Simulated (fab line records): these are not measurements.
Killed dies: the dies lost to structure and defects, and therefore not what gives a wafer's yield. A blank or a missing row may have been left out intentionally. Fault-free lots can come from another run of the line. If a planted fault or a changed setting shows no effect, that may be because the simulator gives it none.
A struck lot beside a sound one -- flow n5_finfet -- 33 steps out of a route of 1938
Sound: the wafers L466.1, L466.3, L466.5. Struck: wafers L476.3, L476.4, L476.5. At the end, the cause is stated.
At each step with rows: each side's tool, then ch and its chambers, then its first start. Under that, the readings that differ: sound wafers -- struck wafers -- difference of the means -- sigmas: that difference in standard deviations of wafers without a fault.
alike: same words and numbers on both sides, and readings whose means sit less than 2 such deviations apart. not compared: any withheld reading, any reading some wafer has no value for, any bound like >300 that may hide the same value, and any number with overlapping values for which the record gives no deviation.
A row with sigmas, a row that says differs or no value, or rows on one side alone: a step with any of these is where the two part. Non-overlapping numbers with no deviation appear without sigmas and do not part them. A reading missing from all wafers of one side parts the sides only when that side holds two or more wafers.

first, 10 steps without rows for these wafers: N5_SD_EPI_P_PRECLEAN_51 (cleans in NF3:NH3, afs cycles 1, time 20 s, sublimation time 60 s); N5_SD_EPI_P_VAPOR_ETCH_44 (etches SiGe30 in NF3/Ar, time 3.3 s); N5_SD_EPI_P_EPI_21 (deposits SiGe:B, time 355 s); N5_SD_EPI_P_HM_STRIP_48 (strips SiNx in H3PO4, material SiNx, target depth 3 nm); N5_SD_EPI_P_SRD_49 (time 30 s); N5_SD_EPI_P_PRECLEAN_24 (cleans in O3/DIW, time 45 s); N5_SD_EPI_P_PRECLEAN_32 (cleans in dHF, time 10 s); N5_SD_EPI_P_PRECLEAN_33 (cleans in SC2, time 45 s); N5_SD_EPI_P_SRD_25 (time 30 s); N5_SD_ACTIVATION_RTA_00 (time 0 s).
N5_SD_ACTIVATION_LSA_01: time 0.0008 s.
  sound on laser_anneal-02 ch 0, day 3 19:10; struck on laser_anneal-02 ch 0, day 6 06:22
reading,sound,struck,difference,sigmas
wafer_temp_C_max,1086.6 1086.0 1087.9,1098.4 1097.8 1097.1,+10.9,+6
N5_SD_ACTIVATION_RS_MEAS_03: uses a four-point probe to measure.
  sound on film_metro-01, day 3 19:22; struck on film_metro-02, day 6 06:32
reading,sound,struck,difference,sigmas
RS_SD_N (ohm/sq),21.9 21.6 22.0,20.2 20.0 20.3,-1.7,-5
RS_SD_P (ohm/sq),58.1 56.5 57.7,55.1 56.2 55.4,-1.9,-2
then, 19 steps without rows for these wafers: N5_ILD0_LINER_00 (material SiNx, target thk 4 nm, pulse time 1 s, purge time 2 s); N5_ILD0_FCVD_FILL_01 (material SiO2 flowable, target thk 200 nm, time 328.3 s); N5_ILD0_CURE_02 (time 1800 s); N5_ILD0_CMP_03 (polishes, stops on SiNx, t overpolish 1.9 s, target thk 197.38 nm); N5_ILD0_CMP_07 (polishes SiO2 flowable, stops on poly-Si, t overpolish 1.18 s, target thk 138.88 nm); N5_ILD0_PRECLEAN_10 (cleans in NF3:NH3, afs cycles 5, time 20 s, sublimation time 60 s); N5_ILD0_ALD_15 (deposits SiNx, target thk 24 nm, pulse time 1 s, ald cycles 480); N5_ILD0_CMP_12 (polishes SiNx, stops on poly-Si, t overpolish 6 s, target thk 17.67 nm); N5_SDB_HM_DEP_00 (deposits SiNx from SiH4/NH3/N2, target thk 40 nm, time 35.3 s); N5_SDB_COAT_03 (time 60 s, resist thk 100 nm); N5_SDB_COAT_04 (time 60 s, resist thk 18 nm); N5_SDB_COAT_05 (resist thk 90 nm); N5_SDB_EBR_07; N5_SDB_SOFTBAKE_06 (time 60 s); N5_SDB_EXPOSE_08 (exposes mask SDB); N5_SDB_PEB_09 (peb time 60 s); N5_SDB_DEVELOP_10 (develop time 30 s); N5_SDB_DESCUM_16 (chemistry O2, time 7.9 s); N5_SDB_ETCH_17 (etches SiARC in CF4, target depth 23.4 nm, time 39 s).
-- the record jumps here: 5 days lie between the struck wafers' starts before and after (it left off in module SDB and takes up again in module BEOL_M4, whose first step shown is number 1111 of the route) --
N5_BEOL_M4_RC_MEAS_101:
  sound on prober-02 ch 0, day 8 17:15; struck on prober-01 ch 0, day 10 22:16
reading,sound,struck,difference,sigmas
RC_DENSE_N (ohm.um),18.7 18.9 18.7,17.8 18.0 17.7,-0.9,-2
RC_N (ohm.um),15.3 15.3 15.3,14.5 14.7 14.3,-0.8,-3
RS_SD_N (ohm/sq),28.4 28.1 28.4,26.4 25.9 26.0,-2.2,-5
SS_P (mV/dec),74.5 73.7 73.3,72.4 72.0 73.2,-1.3,-2
  alike: DIBL_N, DIBL_P, IOFF_N, IOFF_P, ION_N, ION_P, SS_N, VT_N, VT_P
-- the record jumps here: 4 days lie between the struck wafers' starts before and after (it left off in module BEOL_M4 and takes up again in module PASSIVATION, whose first step shown is number 1936 of the route) --
N5_PASSIVATION_PROBE_49:
  sound on prober-01, day 12 16:25; struck on prober-02, day 15 09:11
reading,sound,struck,difference,sigmas
killed_at_contacts,14 27 21,6 1 6,-16,-2
  alike: defect_limited_yield, killed_at_M0_to_M3, killed_at_M4_up, killed_at_front_end, killed_at_other, killed_dies, killed_on_rim, killed_open, killed_short, sort_bin_5_function, sort_bin_6_memory, sort_bin_8_speed, sort_n_pass

== WHERE THEY PART ==
First at N5_SD_ACTIVATION_LSA_01; last, within this record, at N5_PASSIVATION_PROBE_49.

WHY: whatever the simulator had introduced
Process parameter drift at N5_SD_ACTIVATION_LSA_01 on laser_anneal-02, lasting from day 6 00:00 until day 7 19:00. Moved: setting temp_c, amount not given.
